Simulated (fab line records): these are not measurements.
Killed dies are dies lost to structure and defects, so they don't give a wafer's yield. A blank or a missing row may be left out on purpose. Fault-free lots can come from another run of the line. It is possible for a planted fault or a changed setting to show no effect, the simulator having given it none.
3 desks, one fault / flow nandHarc / what lay behind the numbers comes last; until then each desk has only its own

== THE DEFECT DESK ==
What the inspections along the route counted, lot by lot: means of the sampled wafers that have a number. A lot is out of limits, marked OUT, if its mean lies more than 4 standard deviations from the usual mean; the brackets give that distance.
Columns: A = rawDefectCount at NHARC_A_SGD_CUT_INSPECT_11, usual 52; B = rawDefectCount at NHARC_A_SIN_REMOVE_INSPECT_04, usual 383
lot=L649; first seen here=day 20 04:18; A=60; B=348
lot=L650; first seen here=day 20 10:02; A=118; B=309
lot=L652; first seen here=day 20 16:42; A=106; B=361
lot=L655; first seen here=day 21 20:46; A=72; B=1309 (+9.6) OUT
lot=L656; first seen here=day 22 13:46; A=30; B=1275 (+9.3) OUT
lot=L658; first seen here=day 23 09:47; A=33; B=463
lot=L665; first seen here=day 26 02:20; A=49; B=343
lot=L666; first seen here=day 26 02:46; A=63; B=485
lot=L667; first seen here=day 27 07:04; A=56; B=330
lot=L668; first seen here=day 27 13:20; A=21; B=487
lot=L669; first seen here=day 28 10:49; A=6; B=269
lot=L671; first seen here=day 28 17:07; A=30; B=283
Finding of this desk: L655, L656 out of limits; the first was L655 at day 22 23:46, on rawDefectCount at NHARC_A_SIN_REMOVE_INSPECT_04. L649, L650, L652, L658, L665, L666, L667, L668, L669, L671 stayed within limits.

== METROLOGY DESK ==
Lot by lot, what the gauges showed, no matter which tool ran the lot: averages of those sampled wafers that carry a number. A lot is out of limits, marked OUT, if its mean lies more than 4 standard deviations from the usual mean; the brackets give that distance.
Columns: A = overlayXNm at NHARC_A_SGD_CUT_OVL_MEAS_10, usual -0.2 nm; B = overlayYNm at NHARC_A_SGD_CUT_OVL_MEAS_10, usual -0.1 nm; C = cdNm at NHARC_A_SLIT_CD_MEAS_09, usual 299.6 nm
lot=L649; first seen here=day 20 04:16; A=-1.8; B=1.3; C=298.7
lot=L650; first seen here=day 20 10:00; A=-2.0; B=-0.5; C=301.0
lot=L652; first seen here=day 20 16:40; A=0.6; B=-0.2; C=300.1
lot=L655; first seen here=day 21 20:43; A=0.5; B=0.1; C=300.4
lot=L656; first seen here=day 22 13:43; A=-0.4; B=0.9; C=299.8
lot=L658; first seen here=day 23 09:45; A=0.3; B=-1.3; C=298.4
lot=L665; first seen here=day 26 02:17; A=1.9; B=-0.8; C=299.2
lot=L666; first seen here=day 26 02:44; A=0.7; B=-1.6; C=300.4
lot=L667; first seen here=day 27 07:01; A=-0.3; B=-0.1; C=300.7
lot=L668; first seen here=day 27 13:18; A=-0.1; B=-2.0; C=298.8
lot=L669; first seen here=day 28 10:47; A=-0.2; B=0.8; C=300.2
lot=L671; first seen here=day 28 17:04; A=-1.2; B=1.7; C=299.3
This desk's verdict: no lot among the 12 shows anything out of limits.

== FOR THE TOOL OWNER'S DESK: rieDiel-12 ==
The tool's own readings at NHARC_A_SLIT_STRIP_18 (strips in O2): means of the sampled wafers that have a number, for each lot that ran on this tool. A lot is out of limits, marked OUT, if its mean lies more than 4 standard deviations from the usual mean; the brackets give that distance.
Columns: A = drypumpMotorCurrentA at NHARC_A_SLIT_STRIP_18, usual 5.6 A; B = o2FlowSccm at NHARC_A_SLIT_STRIP_18, usual 500.1 sccm; C = oesProductAu at NHARC_A_SLIT_STRIP_18, usual 1.000 a.u.; D = rfVppV at NHARC_A_SLIT_STRIP_18, usual 57.7 V; E = showerheadPlenumPTorr at NHARC_A_SLIT_STRIP_18, usual 3.48 Torr; F = throttleValvePct at NHARC_A_SLIT_STRIP_18, usual 17.037 %
lot=L652; first seen here=day 21 12:43; A=6.1; B=501.9; C=1.003; D=58.2; E=3.54; F=17.033
lot=L655; first seen here=day 22 16:44; A=6.1; B=500.8; C=0.993; D=58.1; E=3.50; F=17.034
lot=L656; first seen here=day 23 08:53; A=6.3; B=500.0; C=0.998; D=58.3; E=3.60; F=17.030
lot=L667; first seen here=day 28 01:11; A=5.9; B=500.0; C=0.990; D=59.0; E=3.55; F=17.033
lot=L669; first seen here=day 29 05:37; A=6.1; B=501.1; C=0.993; D=58.2; E=3.54; F=17.038
This desk's verdict: no lot among the 5 shows anything out of limits.

== PUT TOGETHER ==
The defect desk could have raised an alarm at day 22 23:46, on L655, L656.
At the metrology desk, nothing out of limits was observed.
The desk of the tool owner found nothing out of limits.
The metrology desk has L655, L656 on record, within its limits.
The tool owner's desk has L655, L656 on record, within its limits.
Of the lots named, all ran NHARC_A_SLIT_STRIP_18 on rieDiel-12.

== WHAT WAS PUT IN BY THE SIMULATOR ==
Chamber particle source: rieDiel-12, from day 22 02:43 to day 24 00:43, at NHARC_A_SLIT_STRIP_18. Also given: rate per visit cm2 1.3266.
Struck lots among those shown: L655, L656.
Hours from the fault's start to each desk's first reading out of limits: the defect desk, 21.
